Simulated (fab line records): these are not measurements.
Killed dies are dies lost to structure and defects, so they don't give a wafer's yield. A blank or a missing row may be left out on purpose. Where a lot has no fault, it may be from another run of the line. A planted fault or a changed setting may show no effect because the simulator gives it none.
fab line records	flow nand_harc	part 2 of 2: steps 5 to 6 of 6
record lots=24	wafers=72	last_day=24
route steps=1159 shown A_CONTACT@860
lots that met no fault: from a run of the same line without faults
start_h: start of the lot's first displayed wafer, in hours after the record's first day	wait_h: hours from the lot's prior step to this one	" as in the row above	L1.1+2: a single row standing in for several wafers	- value missing, or start not given	* or withheld: withheld	< > ~ a bound
route shown NAME@n: NAME is a module with steps in the file, n the number in the route of the first one	usual: mean and standard deviation over wafers with no fault	same: alike in all rows	chamber/n: place in a boat	sites: per-site readings	_std_site: standard deviation across them	_edge_site: inner sites' mean taken away from outer sites' mean	radius_mm: how far each site lies from the wafer's centre	mask NAME#n: copy n	behind: tool/chamber where the wafer was last shaped	hold: the reason the lot was held/the length of the hold in hours/how it ended	device: names the non-switching transistor (n, p or np)	end of line: the same wafers' tests at the end of the route	a step without rows: its recipe alone	killed: dies that structure and defects cost at the first sort, which is not the same as the wafer's yield	map: a wafer's dies, marking killed ones x, the rest . and places with no die _
set.NAME: the run value of the setting; set.NAME@STEP: its run value at that earlier step	model.NAME: the simulator's own value behind a step, which no gauge read
one table for each step of the route and one row for each wafer, over a sample of lots
services: when a tool's chamber went out of use (start_h, in hours from the record's first day, below 0 if earlier), for how many hours, and the reason
## steps
# step NHARC_A_CONTACT_ETCH_88
# recipe target_depth_a=390	over_etch_frac=0.3	time_s=65	ion_energy_ev=80	cf4_flow_sccm=150	ar_flow_sccm=0	rf_w=300	bias_w=100	chemistry=CF4
# usual bias_w=99.99/0.28	drypump_motor_current_A=5.6/0.47	oes_product_au=0.999/0.013	rf_vpp_V=151.4/1.1	showerhead_plenum_p_Torr=1.79/0.049	throttle_valve_pct=13.283/0.01
# same time_s=65
lot.wafer	tool	chamber	start_h	wait_h	bias_w	drypump_motor_current_A	oes_product_au	rf_hours_counter_h	rf_vpp_V	showerhead_plenum_p_Torr	throttle_valve_pct
L074.1	rie_diel-04	0	373.24	0.2	99.74	6.0	1.012	10	149.5	1.75	13.292
L074.5	"	1	"	"	99.70	5.0	0.977	-	149.6	1.76	13.286
L074.6	"	2	"	"	99.88	5.8	1.009	-	151.7	1.81	13.293
L076.4	rie_diel-05	1	391.01	0.1	99.87	5.2	0.982	14	152.1	1.89	13.289
L076.6	"	0	"	"	100.76	6.3	0.995	-	151.8	1.73	13.290
L076.5	"	1	"	"	99.70	5.2	0.984	-	152.9	1.88	13.280
L075.3	rie_diel-07	3	394.99	0.1	100.06	5.1	1.000	55	151.6	1.77	13.279
L075.1	"	0	"	"	99.88	5.1	0.994	60	151.8	1.89	13.272
L075.6	"	2	"	"	99.97	6.6	1.006	-	148.9	1.74	13.279
L077.4	rie_diel-04	0	398.78	0.1	100.36	6.0	1.016	15	149.2	1.75	13.267
L077.1	"	2	"	"	99.67	5.7	1.011	15	152.6	1.81	13.284
L077.6	"	0	"	"	100.44	5.9	1.010	-	150.3	1.75	13.292
L078.1	rie_diel-04	3	403.98	0.1	100.33	5.4	1.006	17	152.4	1.85	13.296
L078.5	"	3	"	"	99.74	5.4	1.010	-	153.3	1.85	13.287
L078.6	"	0	"	"	100.16	6.0	1.004	-	153.3	1.75	13.292
L079.1	rie_diel-04	2	405.25	0.1	99.78	5.8	1.001	17	150.7	1.81	13.283
L079.2	"	3	"	"	100.02	5.5	1.021	18	153.6	1.85	13.290
L079.6	"	1	"	"	100.29	5.1	0.963	-	150.2	1.76	13.274
L082.4	rie_diel-04	3	424.80	0.1	100.06	5.4	1.007	21	152.3	1.85	13.272
L082.1	"	1	"	"	100.03	5.0	0.984	21	152.1	1.76	13.292
L082.6	"	2	"	"	99.98	5.8	1.009	-	153.4	1.81	13.285
L084.2	rie_diel-04	2	435.04	0.1	100.06	5.8	1.008	22	151.4	1.81	13.281
L084.4	"	3	"	"	99.78	5.4	1.013	23	152.6	1.85	13.297
L084.6	"	2	"	"	100.18	5.8	1.015	-	151.4	1.81	13.293
L081.2	rie_diel-05	2	436.32	0.1	99.71	6.3	1.005	30	152.3	1.79	13.287
L081.3	"	3	"	"	100.01	6.3	0.997	32	150.7	1.72	13.280
L081.6	"	3	"	"	99.97	6.3	1.005	-	150.9	1.72	13.289
L083.1	rie_diel-07	0	436.83	0.1	99.67	5.1	0.988	6	152.2	1.89	13.277
L083.2	"	2	"	"	99.69	6.6	0.976	7	151.1	1.73	13.296
L083.6	"	0	"	"	99.68	5.1	0.992	-	150.8	1.89	13.284
L080.1	rie_diel-04	0	440.52	0.1	100.54	6.0	1.016	23	149.8	1.74	13.286
L080.3	"	3	"	"	99.64	5.4	1.014	23	153.5	1.85	13.294
L080.5	"	1	"	"	99.84	5.1	0.965	-	152.7	1.75	13.287
L086.2	rie_diel-04	2	461.38	0.1	100.36	5.8	1.009	27	151.6	1.81	13.277
L086.1	"	3	"	"	99.72	5.5	1.002	28	151.5	1.85	13.295
L086.5	"	2	"	"	99.73	5.8	1.013	-	151.7	1.81	13.268
L087.4	rie_diel-04	0	462.23	0.1	100.34	5.9	1.011	25	150.6	1.74	13.290
L087.1	"	1	"	"	100.16	5.1	0.972	29	151.8	1.75	13.279
L087.6	"	3	"	"	99.78	5.4	1.006	-	151.5	1.85	13.295
L089.4	rie_diel-07	2	470.26	0.1	99.91	6.6	0.999	22	151.5	1.73	13.296
L089.1	"	1	"	"	100.45	4.9	0.985	23	151.7	1.78	13.281
L089.6	"	3	"	"	99.76	5.1	0.991	-	149.7	1.77	13.251
L085.2	rie_diel-05	2	475.12	0.2	100.23	6.2	1.003	47	151.1	1.79	13.272
L085.1	"	0	"	"	100.37	6.3	0.990	50	150.1	1.72	13.288
L085.3	"	1	"	"	100.01	5.2	0.997	46	153.0	1.88	13.301
L088.2	rie_diel-04	1	475.19	0.1	99.89	5.1	1.006	0	151.6	1.75	13.291
L088.3	"	2	"	"	99.82	5.8	1.009	0	150.9	1.81	13.271
L088.6	"	1	"	"	100.21	5.0	0.996	-	151.8	1.75	13.271
L091.4	rie_diel-04	1	478.97	0.1	99.45	5.0	0.997	1	151.6	1.75	13.276
L091.6	"	3	"	"	100.18	5.4	0.997	-	151.7	1.85	13.276
L091.5	"	0	"	"	100.00	5.9	1.010	-	150.2	1.74	13.285
L090.1	rie_diel-04	2	486.36	0.1	100.03	5.8	1.018	2	151.6	1.81	13.249
L090.3	"	3	"	"	100.30	5.4	0.994	3	153.1	1.84	13.275
L090.6	"	1	"	"	100.33	5.1	0.996	-	152.2	1.75	13.289
L092.4	rie_diel-04	1	493.55	0.1	99.80	5.1	0.994	3	149.4	1.75	13.293
L092.3	"	2	"	"	100.28	5.8	1.008	3	152.7	1.81	13.294
L092.6	"	2	"	"	100.10	5.8	1.014	-	153.1	1.81	13.265
L093.3	rie_diel-05	0	494.68	0.1	100.11	6.3	0.976	56	150.7	1.72	13.269
L093.2	"	2	"	"	99.92	6.3	1.003	53	150.6	1.79	13.288
L093.4	"	3	"	"	100.01	6.3	1.008	55	149.6	1.71	13.257
L094.1	rie_diel-04	2	503.89	0.1	99.94	5.8	1.012	5	151.5	1.81	13.282
L094.2	"	3	"	"	100.01	5.4	0.982	5	153.2	1.84	13.300
L094.5	"	2	"	"	100.01	5.8	1.013	-	151.0	1.81	13.279
L095.1	rie_diel-07	3	504.70	0.1	100.06	5.1	0.993	30	151.0	1.76	13.291
L095.3	"	0	"	"	100.37	5.0	0.989	32	151.5	1.88	13.276
L095.6	"	0	"	"	100.25	5.1	0.979	-	152.8	1.88	13.273
L096.1	rie_diel-04	3	518.81	0.1	100.40	5.4	1.000	8	151.7	1.84	13.268
L096.2	"	0	"	"	99.94	5.9	1.013	7	151.6	1.74	13.290
L096.6	"	2	"	"	100.19	5.8	1.025	-	152.9	1.81	13.283
L097.3	rie_diel-04	3	523.38	0.1	99.94	5.5	1.006	10	152.9	1.84	13.286
L097.4	"	0	"	"	99.72	5.9	1.001	9	152.6	1.74	13.275
L097.6	"	3	"	"	100.09	5.5	1.005	-	152.9	1.84	13.287
# step NHARC_A_CONTACT_ETCH_110
# recipe target_depth_a=500	overetch_a=50	time_s=27.5	ion_energy_ev=100	cf4_flow_sccm=80	o2_flow_sccm=20	ar_flow_sccm=0	rf_w=300	bias_w=100	chemistry=CF4/O2
# usual bias_w=100.0/0.31	drypump_motor_current_A=5.6/0.56	oes_product_au=0.995/0.013	rf_vpp_V=198.0/1.2	showerhead_plenum_p_Torr=1.35/0.041	throttle_valve_pct=13.398/0.0086
# same time_s=27.5
lot.wafer	tool	chamber	start_h	wait_h	bias_w	drypump_motor_current_A	oes_product_au	rf_hours_counter_h	rf_vpp_V	showerhead_plenum_p_Torr	throttle_valve_pct
L074.1	rie_diel-04	1	375.74	0.1	100.1	5.0	0.971	11	196.7	1.33	13.396
L074.5	"	0	"	"	100.0	6.0	1.009	-	195.3	1.32	13.389
L074.6	"	1	"	"	99.8	5.0	0.961	-	196.9	1.33	13.396
L076.4	rie_diel-04	0	393.73	0.1	100.0	5.9	1.005	14	198.3	1.32	13.408
L076.5	"	0	"	"	100.4	6.0	1.008	-	198.0	1.32	13.395
L076.6	"	1	"	"	99.6	5.1	0.976	-	196.7	1.33	13.405
L075.3	rie_diel-05	0	399.42	0.1	99.7	6.3	0.991	21	196.8	1.31	13.388
L075.1	"	1	"	"	100.1	5.2	0.980	17	200.6	1.43	13.394
L075.6	"	3	"	"	99.5	6.3	0.990	-	196.4	1.30	13.408
L077.4	rie_diel-04	1	401.85	0.1	100.5	5.0	0.987	16	197.0	1.33	13.393
L077.1	"	2	"	"	100.2	5.9	1.007	16	197.7	1.37	13.407
L077.6	"	1	"	"	100.0	5.1	0.974	-	197.4	1.33	13.402
L078.1	rie_diel-04	3	406.52	0.1	99.3	5.4	1.011	18	197.6	1.40	13.401
L078.5	"	3	"	"	99.7	5.4	1.018	-	200.7	1.40	13.408
L078.6	"	0	"	"	100.1	5.9	1.007	-	197.4	1.32	13.402
L079.2	rie_diel-05	2	408.12	0.0	99.9	6.3	1.003	21	198.4	1.36	13.398
L079.1	"	1	"	"	100.5	5.2	0.978	20	199.8	1.43	13.399
L079.6	"	2	"	"	100.5	6.2	1.013	-	197.4	1.36	13.398
L082.1	rie_diel-05	1	427.33	0.1	99.4	5.2	0.991	27	197.7	1.42	13.390
L082.4	"	3	"	"	99.4	6.3	1.012	30	197.4	1.29	13.396
L082.6	"	2	"	"	99.5	6.2	1.008	-	197.7	1.35	13.407
L084.2	rie_diel-07	1	437.95	0.1	100.3	4.9	0.981	8	199.3	1.35	13.384
L084.4	"	0	"	"	99.8	5.1	0.979	6	200.7	1.43	13.391
L084.6	"	1	"	"	100.2	4.9	0.994	-	198.2	1.35	13.402
L081.3	rie_diel-07	3	438.84	0.1	100.3	5.1	0.984	6	197.6	1.34	13.419
L081.2	"	0	"	"	100.0	5.1	0.986	6	198.8	1.43	13.407
L081.6	"	2	"	"	100.5	6.6	0.984	-	196.8	1.31	13.396
L083.2	rie_diel-07	3	439.96	0.0	100.1	5.1	0.992	6	198.9	1.34	13.395
L083.1	"	0	"	"	100.3	5.1	0.988	7	199.8	1.43	13.395
L083.6	"	0	"	"	100.2	5.1	0.985	-	198.6	1.43	13.401
L080.1	rie_diel-04	3	443.04	0.1	100.6	5.5	1.004	24	197.4	1.40	13.402
L080.3	"	0	"	"	100.2	6.0	1.002	23	197.2	1.32	13.383
L080.5	"	1	"	"	100.1	5.1	0.976	-	196.4	1.32	13.400
L086.2	rie_diel-07	1	464.52	0.1	99.9	4.9	0.973	21	196.9	1.35	13.399
L086.1	"	3	"	"	100.2	5.1	0.987	18	198.6	1.33	13.411
L086.5	"	1	"	"	99.6	4.9	0.973	-	197.6	1.35	13.403
L087.1	rie_diel-07	3	465.42	0.2	99.8	5.1	0.993	18	197.9	1.33	13.405
L087.4	"	2	"	"	100.3	6.6	0.995	20	196.4	1.30	13.404
L087.6	"	3	"	"	99.7	5.1	0.995	-	196.1	1.33	13.388
L089.4	rie_diel-07	2	473.21	0.3	99.9	6.6	0.997	23	197.3	1.30	13.392
L089.1	"	0	"	"	100.2	5.1	0.982	23	198.7	1.43	13.415
L089.6	"	2	"	"	100.4	6.6	1.002	-	196.5	1.30	13.415
L088.3	rie_diel-04	2	477.74	0.1	100.1	5.8	1.015	1	199.0	1.37	13.399
L088.2	"	1	"	"	99.9	5.1	0.993	1	195.9	1.32	13.406
L088.6	"	2	"	"	100.3	5.8	1.005	-	199.7	1.37	13.395
L085.3	rie_diel-07	2	478.60	0.1	100.0	6.5	0.989	26	196.5	1.30	13.411
L085.1	"	0	"	"	99.8	5.1	0.987	26	199.8	1.43	13.400
L085.2	"	1	"	"	100.2	4.9	0.986	28	197.2	1.34	13.404
L091.4	rie_diel-05	3	481.47	0.1	100.2	6.3	1.004	52	197.2	1.29	13.402
L091.5	"	3	"	"	100.0	6.3	1.009	-	196.0	1.29	13.404
L091.6	"	0	"	"	100.5	6.3	0.990	-	196.7	1.30	13.394
L090.3	rie_diel-07	1	489.33	0.1	99.9	4.9	0.993	30	198.5	1.34	13.397
L090.1	"	3	"	"	99.9	5.1	0.997	26	197.7	1.33	13.394
L090.6	"	2	"	"	99.7	6.6	0.981	-	197.1	1.30	13.393
L092.4	rie_diel-04	3	496.35	0.1	100.2	5.5	0.997	4	198.4	1.40	13.408
L092.3	"	0	"	"	99.7	5.9	1.021	4	196.3	1.31	13.387
L092.6	"	1	"	"	100.1	5.1	0.997	-	198.0	1.32	13.400
L093.4	rie_diel-04	3	497.24	0.0	100.0	5.4	0.998	4	198.9	1.39	13.396
L093.2	"	0	"	"	99.9	6.0	1.004	4	197.6	1.31	13.386
L093.3	"	2	"	"	100.1	5.8	1.024	4	198.5	1.37	13.402
L094.1	rie_diel-04	1	506.55	0.1	100.0	5.0	1.005	5	199.0	1.32	13.399
L094.2	"	2	"	"	100.3	5.8	1.023	5	198.7	1.37	13.396
L094.5	"	0	"	"	100.5	5.9	1.007	-	197.6	1.31	13.390
L095.1	rie_diel-04	2	507.44	0.1	100.0	5.7	1.026	6	198.4	1.37	13.374
L095.3	"	3	"	"	99.9	5.4	0.999	6	199.4	1.39	13.390
L095.6	"	1	"	"	100.4	5.1	0.997	-	198.3	1.32	13.396
L096.2	rie_diel-04	3	521.35	0.1	100.2	5.4	1.003	9	199.7	1.39	13.394
L096.1	"	0	"	"	100.1	5.9	1.001	8	199.1	1.31	13.408
L096.6	"	3	"	"	99.9	5.4	0.995	-	199.0	1.39	13.406
L097.4	rie_diel-07	3	526.57	0.1	100.3	5.1	0.987	42	198.6	1.33	13.401
L097.3	"	0	"	"	99.9	5.1	0.982	45	201.4	1.42	13.397
L097.6	"	2	"	"	99.8	6.6	1.005	-	198.0	1.30	13.398
## services
tool	chamber	start_h	hours	kind
rie_diel-05	0	337.34	6.3	repair
rie_diel-05	-	340.62	9.0	pm
rie_diel-04	0	347.08	-	clean
rie_diel-04	1	347.08	-	clean
rie_diel-04	2	347.08	-	clean
rie_diel-04	3	347.08	-	clean
rie_diel-04	0	371.71	-	clean
rie_diel-04	1	371.71	-	clean
rie_diel-04	2	371.71	-	clean
rie_diel-04	3	371.71	-	clean
rie_diel-07	3	379.10	4.6	repair
rie_diel-05	3	379.32	4.2	repair
rie_diel-04	0	396.21	-	clean
rie_diel-04	1	396.21	-	clean
rie_diel-04	2	396.21	-	clean
rie_diel-04	3	396.21	-	clean
rie_diel-04	0	420.79	-	clean
rie_diel-04	1	420.79	-	clean
rie_diel-04	2	420.79	-	clean
rie_diel-04	0	449.74	7.2	repair
rie_diel-04	-	466.09	9.0	pm
rie_diel-07	-	485.60	0.7	repair
rie_diel-05	2	515.72	8.9	repair
rie_diel-05	-	517.62	9.0	pm
